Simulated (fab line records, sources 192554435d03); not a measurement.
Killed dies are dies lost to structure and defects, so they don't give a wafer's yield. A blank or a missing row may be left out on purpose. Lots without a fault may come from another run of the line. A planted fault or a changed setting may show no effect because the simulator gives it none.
Chamber matching | flow n5_finfet | N5_HKMG_FIN_NWFM_ALD_20 on ald_metal-03: 4 sister chambers
The step deposits TiAlC, target thk 2 nm, pulse time 3 s, purge time 2 s. 4 wafers are shown with their chamber, then 8 later ones without.

WAFERS WITH THEIR CHAMBER
wafer  | chamber | heater_power_w (W)
L084.2 | 1       | 427
L090.2 | 3       | 429
L090.3 | 0       | 580
L091.1 | 2       | 487

WAFERS WITHOUT THEIR CHAMBER
wafer  | heater_power_w (W)
L091.3 | 422
L091.6 | 426
L092.1 | 493
L092.2 | 426
L092.6 | 579
L093.3 | 571
L093.4 | 485
L093.5 | 420

WHICH CHAMBER EACH WENT THROUGH
wafer  | from the rows above     | in truth
L091.3 | can't be placed: 1 or 3 | 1
L091.6 | can't be placed: 1 or 3 | 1
L092.1 | 2                       | 2
L092.2 | can't be placed: 1 or 3 | 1
L092.6 | 0                       | 0
L093.3 | 0                       | 0
L093.4 | 2                       | 2
L093.5 | can't be placed: 1 or 3 | 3
Placed correctly: 4 of 8. Can't be placed from these rows: 4 (the true chamber is among the candidates in 4). Placed wrongly: 0.
How it was worked out, from the rows above alone: a wafer's distance from a chamber is the root of the sum, over the readings, of the square of ((its reading less the chamber's mean) divided by the reading's scatter). The wafer belongs to the nearest chamber; if the next one is less than 2 further off, it can't be placed. A chamber's mean is the mean of its shown wafers. The scatter: with one shown wafer a chamber, the root of the mean of the squares of how far each hidden wafer lies from its nearest shown one.
